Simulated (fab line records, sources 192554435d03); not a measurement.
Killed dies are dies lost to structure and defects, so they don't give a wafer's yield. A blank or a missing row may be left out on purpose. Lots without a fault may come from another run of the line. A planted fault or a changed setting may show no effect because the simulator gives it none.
A struck lot beside a sound one | flow n5_finfet | 38 steps out of a route of 1938
Sound: wafers L487.1, L487.2, L487.5. Struck: wafers L494.2, L494.4. (L494.3 of the same lot was not struck and is left out.) The cause comes at the end.
At each step with rows: each side's tool, then ch and its chambers, then its first start. Under that, the readings that differ: sound wafers | struck wafers | difference of the means | sigmas: that difference in standard deviations of wafers without a fault.
alike: readings whose means differ by less than 2 such deviations, and words and numbers that are the same on both sides. not compared: withheld readings, readings that some wafer has no value for, bounds like >300 that may hide the same value, and numbers for which the record gives no deviation and whose values overlap.
The two part at a step that has a row with sigmas, a row that says differs or no value, or rows on one side only. Numbers that don't overlap but have no deviation are shown without sigmas and don't part them. A reading that every wafer of one side lacks parts them only if that side has two wafers or more.

first, 9 steps without rows for these wafers: N5_SDB_COAT_04 (time 60 s, resist thk 18 nm); N5_SDB_COAT_05 (resist thk 90 nm); N5_SDB_EBR_07; N5_SDB_SOFTBAKE_06 (time 60 s); N5_SDB_EXPOSE_08 (exposes mask SDB); N5_SDB_PEB_09 (peb time 60 s); N5_SDB_DEVELOP_10 (develop time 30 s); N5_SDB_DESCUM_16 (chemistry O2, time 7.9 s); N5_SDB_ETCH_17 (etches SiARC in CF4, target depth 23.4 nm, time 39 s).
N5_SDB_ETCH_18: etches SOC in N2/H2, target depth 100 nm, overetch 20 nm, time 150 s.
  sound on rie_diel-06 ch 0,2,3, day 4 10:34; struck on rie_diel-06 ch 1,3, day 6 06:08
  reading                                | sound                | struck        | difference | sigmas
  chamber_pressure_mTorr (mTorr)         | 30.002 30.015 29.985 | 29.929 29.972 | -0.050     | -2
  model.etch.depth_nm (nm)               | 99.75 99.74 99.64    | 95.17 92.03   | -6.11      |
  model.SiARC_of_SDB_COAT_04.thk_nm (nm) | 12.8 12.8 12.8       | 13.8 13.8     | +1.0       |
  alike: drypump_motor_current_A, oes_product_au, rf_vpp_V, showerhead_plenum_p_Torr, throttle_valve_pct
  not compared: rf_hours_counter_h
then, 26 steps without rows for these wafers: N5_SDB_STRIP_19 (strips in N2/H2); N5_SDB_STRIP_21 (strips in CF4); N5_SDB_HM_OPEN_20 (chemistry CH3F/O2, target SiNx, stops on poly-Si, target depth 24 nm); N5_SDB_STRIP_22 (strips in N2/H2); N5_SDB_PRECLEAN_23 (cleans in dHF, time 30 s); N5_SDB_DUMMY_REMOVE_24 (chemistry TMAH, target poly-Si, stops on SiO2, target depth 142 nm, time 57 s, rinse time 30 s); N5_SDB_ETCH_25 (etches SiO2 in C4F6/O2, target depth 10 nm, time 3.3 s); N5_SDB_CUT_ETCH_26 (etches Si in HBr/Cl2/O2, target depth 129.6 nm, bt time 20 s, time 51.8 s); N5_SDB_PRECLEAN_38 (cleans in dHF, time 10 s); N5_SDB_PRECLEAN_39 (cleans in O3/DIW, time 45 s); N5_SDB_SRD_28 (time 30 s); N5_SDB_ALD_29 (deposits SiNx, target thk 30 nm, pulse time 1 s, ald cycles 600); N5_SDB_CMP_30 (polishes, stops on poly-Si, t overpolish 1.54 s, target thk 30 nm); N5_DUMMY_REMOVAL_HM_STRIP_01 (strips SiNx in CH3F/O2, stops on poly-Si, target depth 4 nm, time 6.8 s); N5_DUMMY_REMOVAL_STRIP_10 (strips in N2/H2, time 40 s); N5_DUMMY_REMOVAL_PRECLEAN_07 (cleans in dHF, time 30 s); N5_DUMMY_REMOVAL_DUMMY_REMOVE_02 (chemistry TMAH, target poly-Si, stops on SiO2, target depth 142 nm, time 57 s, rinse time 30 s); N5_DUMMY_REMOVAL_PRECLEAN_08 (cleans in NF3:NH3, afs cycles 2, time 20 s, sublimation time 60 s); N5_DUMMY_REMOVAL_PRECLEAN_04 (cleans in DHF, time 37 s); N5_DUMMY_REMOVAL_SRD_05 (time 30 s); N5_HKMG_FIN_IL_REGROW_00 (material SiO2, chemistry O3, target thk 0.75 nm, time 30 s); N5_HKMG_FIN_HK_ALD_01 (deposits HfO2, target thk 1.6 nm, pulse time 3 s, purge time 3 s); N5_HKMG_FIN_HK_ANNEAL_02 (time 30 s); N5_HKMG_FIN_ALD_74 (deposits La2O3, target thk 0.5 nm, pulse time 6 s, co reactant pulse time 1 s); N5_HKMG_FIN_ALD_75 (deposits Al2O3, target thk 1 nm, co reactant pulse time 1 s); N5_HKMG_FIN_COAT_41 (time 60 s, resist thk 300 nm).
-- the record jumps here: 4 days lie between the struck wafers' starts before and after (it left off in module HKMG_FIN and takes up again in module BEOL_M4, whose first step shown is number 1111 of the route) --
N5_BEOL_M4_RC_MEAS_101:
  sound on prober-02 ch 0, day 8 17:53; struck on prober-02 ch 0, day 10 02:45
  reading       | sound       | struck | difference | sigmas
  ION_P (uA/um) | 451 464 456 | 472    | +15        | +2
  alike: DIBL_N, DIBL_P, IOFF_N, IOFF_P, ION_N, SS_N, SS_P, VT_N, VT_P
-- the record jumps here: 4 days lie between the struck wafers' starts before and after (it left off in module BEOL_M4 and takes up again in module PASSIVATION, whose first step shown is number 1936 of the route) --
N5_PASSIVATION_PROBE_49:
  the record has rows for the struck wafers here (prober-02, day 14 09:43) and none for the sound ones

WHERE THEY PART
First at N5_SDB_ETCH_18; last, within this record, at N5_PASSIVATION_PROBE_49.

WHY: what the simulator had put in
Process parameter drift: rie_diel-06, from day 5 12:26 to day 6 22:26, at N5_SDB_ETCH_18. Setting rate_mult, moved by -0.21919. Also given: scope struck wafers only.
